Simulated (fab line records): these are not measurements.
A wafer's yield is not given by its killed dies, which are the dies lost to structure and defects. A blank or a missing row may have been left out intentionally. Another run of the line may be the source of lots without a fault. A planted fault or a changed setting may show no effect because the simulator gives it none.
fab line records / flow n5Finfet
[record] lots = 12 wafers = 33 lastDay = 21
route steps=1938 shown BEOL_M8@1389 PASSIVATION@1936
lots that met no fault: taken from a fault-free run of the same line
startH: hours from the record's opening day to when the first of the lot's shown wafers began / waitH: hours from the lot's prior step to this one / " identical to the entry in the row above / L1.1+2: a single row standing in for several wafers / - either no value or no given start / * or withheld: withheld / < > ~ a bound
route shown NAME@n: NAME is a module with steps in the file, n the number in the route of the first one / usual: mean/standard deviation of fault-free wafers / same: alike in all rows / chamber/n: place in a boat / sites: readings site by site / _std_site: standard deviation of those values / _edge_site: inner sites' mean taken away from outer sites' mean / radiusMm: for every site, how far away it sits from the centre of the wafer / mask NAME#n: copy n / behind: the most recent tool/chamber to have shaped the wafer / hold: what put the lot on hold/how long, in hours/how the hold closed / device: which transistor (n, p or np) failed to switch / end of line: tests run on the same wafers once the route is complete / a step with no rows: only its recipe / killed: the dies lost at the first sort to structure and to defects; this is not the yield of the wafer / map: the dies of a wafer, with x for killed, . for not killed, _ for no die there
set.NAME: setting as actually run; set.NAME@STEP: the setting as run at that earlier step / model.NAME: the simulator's own value behind a step, which no gauge read
a sample of lots followed through the steps of the route, with each step as a table and each wafer as a row
services: when a tool's chamber went out of use (startH, in hours from the record's first day, below 0 if earlier), for how many hours, and the reason
[[steps]]
[step N5_BEOL_M8_ALD_77]
[recipe] material = TaN targetThkA = 20 tempC = 275 aldPrecursorFamily = PDMAT aldCoReactant = NH3 pressureTorr = 3 carrierFlowSccm = 1500 pulseTimeS = 2 purgeTimeS = 3 coReactantPurgeTimeS = 2 coReactantPulseTimeS = 3 aldCycles = 40 precursorVesselTempC = 75 precursorVesselPressureTorr = 26.25 precursorVesselCarrierSccm = 1000
[usual] aldCycles = 40/0 heaterPowerW = 428/44
[same] coReactantPurgeTimeS = 2
lot.wafer=L584.1 tool=aldMetal-01 chamber=1 startH=280.07 waitH=0.0 aldCycles=40 heaterPowerW=448 sinceWetCleanH=6097
lot.wafer=L584.4 tool=aldMetal-01 chamber=2 startH=280.07 waitH=0.0 aldCycles=40 heaterPowerW=398 sinceWetCleanH=6097
lot.wafer=L584.6 tool=aldMetal-01 chamber=1 startH=280.07 waitH=0.0 aldCycles=40 heaterPowerW=456 sinceWetCleanH=-
lot.wafer=L587.2 tool=aldMetal-03 chamber=2 startH=296.34 waitH=0.0 aldCycles=40 heaterPowerW=395 sinceWetCleanH=1498
lot.wafer=L587.3 tool=aldMetal-03 chamber=1 startH=296.34 waitH=0.0 aldCycles=40 heaterPowerW=501 sinceWetCleanH=1498
lot.wafer=L587.5 tool=aldMetal-03 chamber=1 startH=296.34 waitH=0.0 aldCycles=40 heaterPowerW=500 sinceWetCleanH=-
lot.wafer=L585.2 tool=aldMetal-04 chamber=3 startH=304.60 waitH=0.0 aldCycles=40 heaterPowerW=369 sinceWetCleanH=3044
lot.wafer=L585.4 tool=aldMetal-04 chamber=2 startH=304.60 waitH=0.0 aldCycles=40 heaterPowerW=414 sinceWetCleanH=3044
lot.wafer=L586.2 tool=aldMetal-04 chamber=0 startH=308.75 waitH=0.1 aldCycles=40 heaterPowerW=426 sinceWetCleanH=3049
lot.wafer=L586.4 tool=aldMetal-04 chamber=2 startH=308.75 waitH=0.1 aldCycles=40 heaterPowerW=416 sinceWetCleanH=3049
lot.wafer=L586.6 tool=aldMetal-04 chamber=0 startH=308.75 waitH=0.1 aldCycles=40 heaterPowerW=424 sinceWetCleanH=-
lot.wafer=L591.3 tool=aldMetal-03 chamber=0 startH=356.64 waitH=0.2 aldCycles=35 heaterPowerW=449 sinceWetCleanH=1558
lot.wafer=L591.5 tool=aldMetal-03 chamber=0 startH=356.64 waitH=0.2 aldCycles=40 heaterPowerW=458 sinceWetCleanH=-
lot.wafer=L593.2 tool=aldMetal-03 chamber=2 startH=361.86 waitH=0.0 aldCycles=35 heaterPowerW=396 sinceWetCleanH=1563
lot.wafer=L593.3 tool=aldMetal-03 chamber=0 startH=361.86 waitH=0.0 aldCycles=35 heaterPowerW=460 sinceWetCleanH=1563
lot.wafer=L599.1 tool=aldMetal-01 chamber=3 startH=393.11 waitH=0.0 aldCycles=40 heaterPowerW=388 sinceWetCleanH=42
lot.wafer=L599.2 tool=aldMetal-01 chamber=0 startH=393.11 waitH=0.0 aldCycles=40 heaterPowerW=385 sinceWetCleanH=42
lot.wafer=L599.4 tool=aldMetal-01 chamber=2 startH=393.11 waitH=0.0 aldCycles=40 heaterPowerW=405 sinceWetCleanH=42
lot.wafer=L602.2 tool=aldMetal-01 chamber=0 startH=402.08 waitH=0.0 aldCycles=40 heaterPowerW=388 sinceWetCleanH=51
lot.wafer=L602.3 tool=aldMetal-01 chamber=1 startH=402.08 waitH=0.0 aldCycles=40 heaterPowerW=419 sinceWetCleanH=51
lot.wafer=L602.5 tool=aldMetal-01 chamber=3 startH=402.08 waitH=0.0 aldCycles=40 heaterPowerW=394 sinceWetCleanH=-
lot.wafer=L604.2 tool=aldMetal-04 chamber=0 startH=404.90 waitH=0.0 aldCycles=40 heaterPowerW=409 sinceWetCleanH=3145
lot.wafer=L604.3 tool=aldMetal-04 chamber=1 startH=404.90 waitH=0.0 aldCycles=40 heaterPowerW=366 sinceWetCleanH=3145
lot.wafer=L604.4 tool=aldMetal-04 chamber=0 startH=404.90 waitH=0.0 aldCycles=40 heaterPowerW=405 sinceWetCleanH=-
lot.wafer=L603.2 tool=aldMetal-01 chamber=1 startH=425.95 waitH=0.0 aldCycles=40 heaterPowerW=420 sinceWetCleanH=75
lot.wafer=L603.3 tool=aldMetal-01 chamber=3 startH=425.95 waitH=0.0 aldCycles=40 heaterPowerW=378 sinceWetCleanH=75
lot.wafer=L603.6 tool=aldMetal-01 chamber=2 startH=425.95 waitH=0.0 aldCycles=40 heaterPowerW=388 sinceWetCleanH=-
lot.wafer=L605.1 tool=aldMetal-03 chamber=2 startH=428.49 waitH=0.0 aldCycles=40 heaterPowerW=396 sinceWetCleanH=1630
lot.wafer=L605.2 tool=aldMetal-03 chamber=3 startH=428.49 waitH=0.0 aldCycles=40 heaterPowerW=466 sinceWetCleanH=1630
lot.wafer=L605.6 tool=aldMetal-03 chamber=0 startH=428.49 waitH=0.0 aldCycles=40 heaterPowerW=449 sinceWetCleanH=-
lot.wafer=L607.4 tool=aldMetal-03 chamber=2 startH=436.62 waitH=0.1 aldCycles=40 heaterPowerW=400 sinceWetCleanH=1638
lot.wafer=L607.5 tool=aldMetal-03 chamber=0 startH=436.62 waitH=0.1 aldCycles=40 heaterPowerW=460 sinceWetCleanH=-
lot.wafer=L607.6 tool=aldMetal-03 chamber=3 startH=436.62 waitH=0.1 aldCycles=40 heaterPowerW=465 sinceWetCleanH=-
[step N5_BEOL_M8_SURFACE_TREAT_79]
[recipe] gas = Ar timeS = * ionEnergyEv = * ionCurrentMaCm2 = 0.5 pressureMtorr = * arFlowSccm = 30
[usual] arFlowSccm = 29.99/0.081 throttleValvePct = *
lot.wafer=L584.1 tool=pvdSputter-03 chamber=- startH=280.40 waitH=0.2 arFlowSccm=30.10 throttleValvePct=*
lot.wafer=L584.4 tool=pvdSputter-03 chamber=- startH=280.40 waitH=0.2 arFlowSccm=29.95 throttleValvePct=*
lot.wafer=L584.6 tool=pvdSputter-03 chamber=- startH=280.40 waitH=0.2 arFlowSccm=29.90 throttleValvePct=*
lot.wafer=L587.2 tool=pvdSputter-02 chamber=- startH=296.75 waitH=0.3 arFlowSccm=29.97 throttleValvePct=*
lot.wafer=L587.3 tool=pvdSputter-02 chamber=- startH=296.75 waitH=0.3 arFlowSccm=30.08 throttleValvePct=*
lot.wafer=L587.5 tool=pvdSputter-02 chamber=- startH=296.75 waitH=0.3 arFlowSccm=30.01 throttleValvePct=*
lot.wafer=L585.2 tool=pvdSputter-03 chamber=- startH=304.98 waitH=0.2 arFlowSccm=29.99 throttleValvePct=*
lot.wafer=L585.4 tool=pvdSputter-03 chamber=- startH=304.98 waitH=0.2 arFlowSccm=30.04 throttleValvePct=*
lot.wafer=L586.2 tool=pvdSputter-02 chamber=- startH=309.07 waitH=0.2 arFlowSccm=29.90 throttleValvePct=*
lot.wafer=L586.4 tool=pvdSputter-02 chamber=- startH=309.07 waitH=0.2 arFlowSccm=29.98 throttleValvePct=*
lot.wafer=L586.6 tool=pvdSputter-02 chamber=- startH=309.07 waitH=0.2 arFlowSccm=30.04 throttleValvePct=*
lot.wafer=L591.3 tool=pvdSputter-01 chamber=- startH=357.73 waitH=1.0 arFlowSccm=30.07 throttleValvePct=*
lot.wafer=L591.5 tool=pvdSputter-01 chamber=- startH=357.73 waitH=1.0 arFlowSccm=29.95 throttleValvePct=*
lot.wafer=L593.2 tool=pvdSputter-01 chamber=- startH=362.28 waitH=0.3 arFlowSccm=29.84 throttleValvePct=*
lot.wafer=L593.3 tool=pvdSputter-01 chamber=- startH=362.28 waitH=0.3 arFlowSccm=29.81 throttleValvePct=*
lot.wafer=L599.1 tool=pvdSputter-02 chamber=- startH=393.40 waitH=0.2 arFlowSccm=30.02 throttleValvePct=*
lot.wafer=L599.2 tool=pvdSputter-02 chamber=- startH=393.40 waitH=0.2 arFlowSccm=29.97 throttleValvePct=*
lot.wafer=L599.4 tool=pvdSputter-02 chamber=- startH=393.40 waitH=0.2 arFlowSccm=29.99 throttleValvePct=*
lot.wafer=L602.2 tool=pvdSputter-01 chamber=- startH=402.41 waitH=0.2 arFlowSccm=29.93 throttleValvePct=*
lot.wafer=L602.3 tool=pvdSputter-01 chamber=- startH=402.41 waitH=0.2 arFlowSccm=29.94 throttleValvePct=*
lot.wafer=L602.5 tool=pvdSputter-01 chamber=- startH=402.41 waitH=0.2 arFlowSccm=29.94 throttleValvePct=*
lot.wafer=L604.2 tool=pvdSputter-03 chamber=- startH=405.20 waitH=0.2 arFlowSccm=29.96 throttleValvePct=*
lot.wafer=L604.3 tool=pvdSputter-03 chamber=- startH=405.20 waitH=0.2 arFlowSccm=29.91 throttleValvePct=*
lot.wafer=L604.4 tool=pvdSputter-03 chamber=- startH=405.20 waitH=0.2 arFlowSccm=29.93 throttleValvePct=*
lot.wafer=L603.2 tool=pvdSputter-01 chamber=- startH=426.35 waitH=0.3 arFlowSccm=30.01 throttleValvePct=*
lot.wafer=L603.3 tool=pvdSputter-01 chamber=- startH=426.35 waitH=0.3 arFlowSccm=30.15 throttleValvePct=*
lot.wafer=L603.6 tool=pvdSputter-01 chamber=- startH=426.35 waitH=0.3 arFlowSccm=29.93 throttleValvePct=*
lot.wafer=L605.1 tool=pvdSputter-03 chamber=- startH=428.83 waitH=0.2 arFlowSccm=29.87 throttleValvePct=*
lot.wafer=L605.2 tool=pvdSputter-03 chamber=- startH=428.83 waitH=0.2 arFlowSccm=29.86 throttleValvePct=*
lot.wafer=L605.6 tool=pvdSputter-03 chamber=- startH=428.83 waitH=0.2 arFlowSccm=30.13 throttleValvePct=*
lot.wafer=L607.4 tool=pvdSputter-02 chamber=- startH=436.99 waitH=0.2 arFlowSccm=30.21 throttleValvePct=*
lot.wafer=L607.5 tool=pvdSputter-02 chamber=- startH=436.99 waitH=0.2 arFlowSccm=30.12 throttleValvePct=*
lot.wafer=L607.6 tool=pvdSputter-02 chamber=- startH=436.99 waitH=0.2 arFlowSccm=29.89 throttleValvePct=*
[step N5_BEOL_M8_SPUTTER_48]
[recipe] material = Cu targetThkA = 100 tempC = -20 biasV = 60 powerW = 26000 chamberPressurePa = 0.13 timeS = 1.667
[usual] throttleValvePct = 29.9/0.68
lot.wafer=L584.1 tool=pvdSputter-02 chamber=- startH=280.69 waitH=0.1 throttleValvePct=29.6
lot.wafer=L584.4 tool=pvdSputter-02 chamber=- startH=280.69 waitH=0.1 throttleValvePct=30.5
lot.wafer=L584.6 tool=pvdSputter-02 chamber=- startH=280.69 waitH=0.1 throttleValvePct=29.4
lot.wafer=L587.2 tool=pvdSputter-02 chamber=- startH=296.99 waitH=0.1 throttleValvePct=29.8
lot.wafer=L587.3 tool=pvdSputter-02 chamber=- startH=296.99 waitH=0.1 throttleValvePct=29.9
lot.wafer=L587.5 tool=pvdSputter-02 chamber=- startH=296.99 waitH=0.1 throttleValvePct=30.7
lot.wafer=L585.2 tool=pvdSputter-02 chamber=- startH=305.21 waitH=0.1 throttleValvePct=29.6
lot.wafer=L585.4 tool=pvdSputter-02 chamber=- startH=305.21 waitH=0.1 throttleValvePct=30.7
lot.wafer=L586.2 tool=pvdSputter-03 chamber=- startH=309.44 waitH=0.1 throttleValvePct=30.3
lot.wafer=L586.4 tool=pvdSputter-03 chamber=- startH=309.44 waitH=0.1 throttleValvePct=28.6
lot.wafer=L586.6 tool=pvdSputter-03 chamber=- startH=309.44 waitH=0.1 throttleValvePct=31.2
lot.wafer=L591.3 tool=pvdSputter-02 chamber=- startH=357.96 waitH=0.1 throttleValvePct=30.5
lot.wafer=L591.5 tool=pvdSputter-02 chamber=- startH=357.96 waitH=0.1 throttleValvePct=29.2
lot.wafer=L593.2 tool=pvdSputter-03 chamber=- startH=362.45 waitH=0.1 throttleValvePct=28.7
lot.wafer=L593.3 tool=pvdSputter-03 chamber=- startH=362.45 waitH=0.1 throttleValvePct=29.9
lot.wafer=L599.1 tool=pvdSputter-01 chamber=- startH=393.69 waitH=0.1 throttleValvePct=29.4
lot.wafer=L599.2 tool=pvdSputter-01 chamber=- startH=393.69 waitH=0.1 throttleValvePct=29.9
lot.wafer=L599.4 tool=pvdSputter-01 chamber=- startH=393.69 waitH=0.1 throttleValvePct=29.4
lot.wafer=L602.2 tool=pvdSputter-02 chamber=- startH=403.08 waitH=0.5 throttleValvePct=29.8
lot.wafer=L602.3 tool=pvdSputter-02 chamber=- startH=403.08 waitH=0.5 throttleValvePct=29.5
lot.wafer=L602.5 tool=pvdSputter-02 chamber=- startH=403.08 waitH=0.5 throttleValvePct=30.3
lot.wafer=L604.2 tool=pvdSputter-03 chamber=- startH=405.54 waitH=0.2 throttleValvePct=28.8
lot.wafer=L604.3 tool=pvdSputter-03 chamber=- startH=405.54 waitH=0.2 throttleValvePct=30.3
lot.wafer=L604.4 tool=pvdSputter-03 chamber=- startH=405.54 waitH=0.2 throttleValvePct=31.1
lot.wafer=L603.2 tool=pvdSputter-01 chamber=- startH=428.23 waitH=1.7 throttleValvePct=29.5
lot.wafer=L603.3 tool=pvdSputter-01 chamber=- startH=428.23 waitH=1.7 throttleValvePct=31.3
lot.wafer=L603.6 tool=pvdSputter-01 chamber=- startH=428.23 waitH=1.7 throttleValvePct=29.7
lot.wafer=L605.1 tool=pvdSputter-03 chamber=- startH=429.07 waitH=0.1 throttleValvePct=31.2
lot.wafer=L605.2 tool=pvdSputter-03 chamber=- startH=429.07 waitH=0.1 throttleValvePct=30.5
lot.wafer=L605.6 tool=pvdSputter-03 chamber=- startH=429.07 waitH=0.1 throttleValvePct=31.4
lot.wafer=L607.4 tool=pvdSputter-02 chamber=- startH=437.27 waitH=0.1 throttleValvePct=29.5
lot.wafer=L607.5 tool=pvdSputter-02 chamber=- startH=437.27 waitH=0.1 throttleValvePct=29.7
lot.wafer=L607.6 tool=pvdSputter-02 chamber=- startH=437.27 waitH=0.1 throttleValvePct=30.7
[step N5_BEOL_M8_DEP_56]
[recipe] material = SiCN targetThkA = 100 tempC = withheld precursor = 3MS/NH3 pressureTorr = 3 rfW = 202 timeS = 17.5
[usual] showerheadPlenumPTorr = 3.665/0.0096 throttleValvePct = 9.2/0.76
lot.wafer=L584.1 tool=pecvd-01 chamber=2 startH=281.55 waitH=0.0 showerheadPlenumPTorr=3.667 sinceWetCleanH=413 throttleValvePct=8.4
lot.wafer=L584.4 tool=pecvd-01 chamber=0 startH=281.55 waitH=0.0 showerheadPlenumPTorr=3.661 sinceWetCleanH=- throttleValvePct=10.0
lot.wafer=L584.6 tool=pecvd-01 chamber=1 startH=281.55 waitH=0.0 showerheadPlenumPTorr=3.676 sinceWetCleanH=- throttleValvePct=8.6
lot.wafer=L587.2 tool=pecvd-01 chamber=2 startH=297.86 waitH=0.0 showerheadPlenumPTorr=3.680 sinceWetCleanH=429 throttleValvePct=8.5
lot.wafer=L587.3 tool=pecvd-01 chamber=1 startH=297.86 waitH=0.0 showerheadPlenumPTorr=3.672 sinceWetCleanH=1908 throttleValvePct=8.1
lot.wafer=L587.5 tool=pecvd-01 chamber=1 startH=297.86 waitH=0.0 showerheadPlenumPTorr=3.676 sinceWetCleanH=- throttleValvePct=8.5
lot.wafer=L585.2 tool=pecvd-01 chamber=0 startH=306.21 waitH=0.0 showerheadPlenumPTorr=3.654 sinceWetCleanH=1191 throttleValvePct=9.6
lot.wafer=L585.4 tool=pecvd-01 chamber=0 startH=306.21 waitH=0.0 showerheadPlenumPTorr=3.650 sinceWetCleanH=- throttleValvePct=9.6
lot.wafer=L586.2 tool=pecvd-02 chamber=2 startH=310.84 waitH=0.0 showerheadPlenumPTorr=3.649 sinceWetCleanH=623 throttleValvePct=8.5
lot.wafer=L586.4 tool=pecvd-02 chamber=1 startH=310.84 waitH=0.0 showerheadPlenumPTorr=3.664 sinceWetCleanH=- throttleValvePct=9.2
lot.wafer=L586.6 tool=pecvd-02 chamber=2 startH=310.84 waitH=0.0 showerheadPlenumPTorr=3.654 sinceWetCleanH=- throttleValvePct=8.3
lot.wafer=L591.3 tool=pecvd-04 chamber=0 startH=358.91 waitH=0.0 showerheadPlenumPTorr=3.671 sinceWetCleanH=882 throttleValvePct=9.9
lot.wafer=L591.5 tool=pecvd-04 chamber=0 startH=358.91 waitH=0.0 showerheadPlenumPTorr=3.668 sinceWetCleanH=- throttleValvePct=9.9
lot.wafer=L593.2 tool=pecvd-04 chamber=0 startH=363.43 waitH=0.0 showerheadPlenumPTorr=3.667 sinceWetCleanH=886 throttleValvePct=10.1
lot.wafer=L593.3 tool=pecvd-04 chamber=2 startH=363.43 waitH=0.0 showerheadPlenumPTorr=3.664 sinceWetCleanH=132 throttleValvePct=8.4
lot.wafer=L599.1 tool=pecvd-04 chamber=0 startH=394.57 waitH=0.0 showerheadPlenumPTorr=3.664 sinceWetCleanH=917 throttleValvePct=10.0
lot.wafer=L599.2 tool=pecvd-04 chamber=1 startH=394.57 waitH=0.0 showerheadPlenumPTorr=3.674 sinceWetCleanH=1642 throttleValvePct=10.4
lot.wafer=L599.4 tool=pecvd-04 chamber=0 startH=394.57 waitH=0.0 showerheadPlenumPTorr=3.660 sinceWetCleanH=- throttleValvePct=10.1
lot.wafer=L602.2 tool=pecvd-02 chamber=0 startH=404.17 waitH=0.1 showerheadPlenumPTorr=3.660 sinceWetCleanH=- throttleValvePct=8.7
lot.wafer=L602.3 tool=pecvd-02 chamber=0 startH=404.17 waitH=0.1 showerheadPlenumPTorr=3.670 sinceWetCleanH=- throttleValvePct=8.7
lot.wafer=L602.5 tool=pecvd-02 chamber=0 startH=404.17 waitH=0.1 showerheadPlenumPTorr=3.663 sinceWetCleanH=- throttleValvePct=8.7
lot.wafer=L604.2 tool=pecvd-04 chamber=0 startH=406.41 waitH=0.0 showerheadPlenumPTorr=3.679 sinceWetCleanH=929 throttleValvePct=10.0
lot.wafer=L604.3 tool=pecvd-04 chamber=2 startH=406.41 waitH=0.0 showerheadPlenumPTorr=3.654 sinceWetCleanH=175 throttleValvePct=8.5
lot.wafer=L604.4 tool=pecvd-04 chamber=2 startH=406.41 waitH=0.0 showerheadPlenumPTorr=3.660 sinceWetCleanH=- throttleValvePct=8.4
lot.wafer=L603.2 tool=pecvd-04 chamber=2 startH=429.10 waitH=0.0 showerheadPlenumPTorr=3.652 sinceWetCleanH=198 throttleValvePct=8.7
lot.wafer=L603.3 tool=pecvd-04 chamber=0 startH=429.10 waitH=0.0 showerheadPlenumPTorr=3.664 sinceWetCleanH=952 throttleValvePct=10.1
lot.wafer=L603.6 tool=pecvd-04 chamber=2 startH=429.10 waitH=0.0 showerheadPlenumPTorr=3.649 sinceWetCleanH=- throttleValvePct=8.4
lot.wafer=L605.1 tool=pecvd-01 chamber=1 startH=429.94 waitH=0.0 showerheadPlenumPTorr=3.680 sinceWetCleanH=2040 throttleValvePct=8.6
lot.wafer=L605.2 tool=pecvd-01 chamber=0 startH=429.94 waitH=0.0 showerheadPlenumPTorr=3.662 sinceWetCleanH=1315 throttleValvePct=9.7
lot.wafer=L605.6 tool=pecvd-01 chamber=0 startH=429.94 waitH=0.0 showerheadPlenumPTorr=3.660 sinceWetCleanH=- throttleValvePct=9.8
lot.wafer=L607.4 tool=pecvd-01 chamber=2 startH=438.35 waitH=0.0 showerheadPlenumPTorr=3.667 sinceWetCleanH=- throttleValvePct=8.8
lot.wafer=L607.5 tool=pecvd-01 chamber=0 startH=438.35 waitH=0.0 showerheadPlenumPTorr=3.655 sinceWetCleanH=- throttleValvePct=9.9
lot.wafer=L607.6 tool=pecvd-01 chamber=1 startH=438.35 waitH=0.0 showerheadPlenumPTorr=3.676 sinceWetCleanH=- throttleValvePct=8.4
[step N5_PASSIVATION_PROBE_49]
[usual] defectLimitedYield = 90.9/1.6 killed_at_M0_to_M3 = 37/11 killed_at_M4_up = 15/5.6 killedAtContacts = 13/6.4 killedAtFrontEnd = 39/11 killedAtOther = 4/3.1 killedDies = 107/19 killedOpen = 71/14 killedShort = 34/7.8 sort_bin_4_leakage = 0.01/0.053 sort_bin_5_function = 5.3/1 sort_bin_6_memory = 3.4/0.72 sort_bin_8_speed = 0.0/0.42 sortNPass = 1072/20 sortYieldPct = 90.9/1.7
[same] grossDies = 1180 killedAtBackSide = 0
lot.wafer=L593.2 tool=prober-02 chamber=- startH=434.96 waitH=0.1 defectLimitedYield[%]=90.5 killed_at_M0_to_M3=35 killed_at_M4_up=9 killedAtContacts=22 killedAtFrontEnd=44 killedAtOther=2 killedDies=112 killedOpen=75 killedShort=35 sort_bin_4_leakage[%]=0 sort_bin_5_function[%]=6.4 sort_bin_6_memory[%]=3.1 sort_bin_8_speed[%]=0.7 sortNPass=1060 sortYieldPct[%]=89.8
lot.wafer=L593.3 tool=prober-02 chamber=- startH=435.01 waitH=0.1 defectLimitedYield[%]=92.5 killed_at_M0_to_M3=31 killed_at_M4_up=13 killedAtContacts=12 killedAtFrontEnd=28 killedAtOther=4 killedDies=88 killedOpen=53 killedShort=34 sort_bin_4_leakage[%]=0 sort_bin_5_function[%]=4.8 sort_bin_6_memory[%]=2.4 sort_bin_8_speed[%]=0 sortNPass=1092 sortYieldPct[%]=92.5
// killed by level:class
L593.2 MOL_CONTACT_COAG:geometricParticle:open=16 DUMMY_GATE:geometricParticle:open=9 BEOL_M0_SAQP:geometricParticle:open=9 FIN_SAQP:geometricParticle:open=8 BEOL_M0_SAQP:geometricParticle:short=8 FIN_SAQP:geometricParticle:short=7 STI_FIN_REVEAL:geometricParticle:open=7 BEOL_M2:geometricParticle:open=7
L593.3 MOL_CONTACT_COAG:geometricParticle:open=9 BEOL_M0_SAQP:geometricParticle:open=9 GATE_CUT:geometricParticle:short=7 BEOL_M2:geometricParticle:open=6 BEOL_M4:geometricParticle:open=6 GATE_CUT:geometricParticle:open=5 BEOL_M0_SAQP:geometricParticle:short=5 FIN_SAQP:geometricParticle:open=4
[[services]]
tool=aldMetal-04 chamber=2 startH=275.09 hours=28.5 kind=repair
tool=aldMetal-01 chamber=3 startH=288.13 hours=- kind=calibration
tool=aldMetal-04 chamber=- startH=301.79 hours=2.8 kind=pm
tool=aldMetal-01 chamber=- startH=328.96 hours=1.2 kind=repair
tool=pecvd-01 chamber=1 startH=332.90 hours=2.1 kind=scheduledDown
tool=aldMetal-01 chamber=- startH=337.25 hours=14.0 kind=pm
tool=aldMetal-01 chamber=0 startH=337.25 hours=14.0 kind=ventCycle
tool=aldMetal-01 chamber=1 startH=337.25 hours=14.0 kind=ventCycle
tool=aldMetal-01 chamber=2 startH=337.25 hours=14.0 kind=ventCycle
tool=aldMetal-01 chamber=3 startH=337.25 hours=14.0 kind=ventCycle
tool=pecvd-04 chamber=1 startH=338.79 hours=16.5 kind=scheduledDown
tool=aldMetal-03 chamber=3 startH=350.28 hours=25.4 kind=repair
tool=aldMetal-01 chamber=0 startH=351.25 hours=- kind=clean
tool=aldMetal-01 chamber=1 startH=351.25 hours=- kind=clean
tool=aldMetal-01 chamber=2 startH=351.25 hours=- kind=clean
tool=aldMetal-01 chamber=3 startH=351.25 hours=- kind=clean
tool=aldMetal-03 chamber=- startH=363.07 hours=0.6 kind=repair
tool=aldMetal-04 chamber=- startH=381.72 hours=4.3 kind=pm
tool=pecvd-02 chamber=1 startH=383.62 hours=- kind=clean
tool=pecvd-02 chamber=1 startH=383.62 hours=- kind=consumableReplace:showerhead
tool=aldMetal-04 chamber=3 startH=388.97 hours=17.6 kind=repair
tool=pecvd-02 chamber=2 startH=391.50 hours=18.6 kind=repair
tool=pecvd-04 chamber=1 startH=412.96 hours=2.1 kind=scheduledDown
tool=pecvd-04 chamber=2 startH=430.21 hours=5.5 kind=scheduledDown
[[key]]
[firstSign] step = N5_BEOL_M8_ALD_77 reading = aldCycles direction = down sigmas = 99+ usual = * struck = *
effect none on later readings
metAt N5_BEOL_M8_ALD_77
struckLots L591,L593
struckWafers L591.3,L593.2,L593.3
notActingAt N5_BEOL_M8_SURFACE_TREAT_79,N5_BEOL_M8_SPUTTER_48,N5_BEOL_M8_DEP_56
onsetBetween 296.34 356.64
[fault] kind = processParameterDrift tool = aldMetal-03 chamber = - onsetH = 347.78 steps = N5_BEOL_M8_ALD_77 channel = aldCycles offset = * shape = step endH = 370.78 scope = struckWafersOnly actsIn = * stated = *
